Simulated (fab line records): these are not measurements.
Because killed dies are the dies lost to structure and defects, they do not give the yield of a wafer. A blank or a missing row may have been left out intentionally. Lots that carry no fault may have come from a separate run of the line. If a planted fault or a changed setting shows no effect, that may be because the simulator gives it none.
Split-lot trial ; flow n5Finfet ; route with 1938 steps; 7 lots, 21 wafers read

== SPLIT DETAILS ==
At N5_BEOL_M1_TRENCH_ETCH_37 (etches SiOC in C4F6/O2, target depth 55.207 nm, time 29 s), the setting biasW was moved away from the recipe's 185 W on 7 of the 21 wafers read, by -12.3% to +14.2%. The other wafers ran this setting at the recipe's value.

The reading comes from the split's own step.

== THE READING ==
rfVppV, in V, at N5_BEOL_M1_TRENCH_ETCH_37 (etches SiOC in C4F6/O2, target depth 55.207 nm, time 29 s). Typical for fault-free wafers on this fab line: 666 V, with standard deviation 12 V.

wafer;tool, chamber at the split;biasW as run, W;against the recipe;rfVppV, V;against lot-mates on the recipe
L075.2;rieDiel-05, 3;185;recipe;667;-
L075.5;rieDiel-05, 3;185;recipe;669;-
L075.6;rieDiel-05, 0;185;recipe;648;-
L076.2;rieDiel-05, 0;185;recipe;646;-
L076.5;rieDiel-05, 1;185;recipe;665;-
L076.6;rieDiel-05, 2;185;recipe;687;-
L078.1;rieDiel-05, 3;185;recipe;667;-
L078.3;rieDiel-05, 1;185;recipe;667;-
L078.6;rieDiel-05, 3;185;recipe;666;-
L081.1;rieDiel-06, 0;185;recipe;685;-
L081.4;rieDiel-06, 2;201.5;+8.9%;712;+27
L081.6;rieDiel-06, 2;201.5;+8.9%;711;+26
L085.1;rieDiel-06, 1;185;recipe;675;-
L085.3;rieDiel-06, 2;185;recipe;664;-
L085.6;rieDiel-06, 0;175;-5.4%;655;-14
L096.1;rieDiel-02, 0;185;recipe;673;-
L096.3;rieDiel-02, 2;162.2;-12.3%;597;-76
L096.4;rieDiel-02, 1;162.2;-12.3%;585;-88
L097.2;rieDiel-02, 2;211.2;+14.2%;736;+86
L097.3;rieDiel-02, 1;211.2;+14.2%;721;+71
L097.6;rieDiel-02, 1;185;recipe;650;-

FIT RESULTS
A straight line over all 21 wafers: rfVppV changes by +5.04 V for each +1% of biasW; r = +0.94; the points scatter about the line by 12 V.
The same after taking each lot's own level away (the mean of its wafers on the recipe; 21 wafers): +5.42 V for each +1%; r = +0.95; scatter 12 V.
The reading moves by 77 V for the largest change in biasW, on that fit.
Across the lots, their own levels run from 650.0 to 685.0 V, a range of 2.9 times the standard deviation given above.
Consequently the slope shifts little with the lot-to-lot level, the two slopes agreeing.
Check: for one of the wafers moved furthest among these (+14.2%), held out of the fit, the line's prediction against its lot-mates is +70.1 V. Against them it came out at +86 V.
Tool readings at the split's step, against how far the setting was moved: rfVppV r = +0.94.

== ADDITIONAL SPLITS CARRIED BY THESE WAFERS ==
Other splits were also applied to these wafers ahead of the reading. Each is held against what the fit with the lots' levels taken away leaves over:
other split on the same wafers;wafers away from the commonest value;r with rfVppV (lot level and that fit taken away)
N5_HKMG_FIN_EXPOSE_46 doseMj;9;+0.10
N5_HKMG_FIN_DEVELOP_48 developTimeS;9;+0.12
N5_MOL_CONTACT_COAG_EXPOSE_37 doseMj;7;-0.13
N5_BEOL_M0_SAQP_ALD_48 aldCycles;9;+0.14
N5_BEOL_M1_ETCH_70 sourceW;9;+0.20

== THE FILE'S OWN FIT ==
rfVppV changes by +5.28 V for each +1% of biasW, r = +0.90.
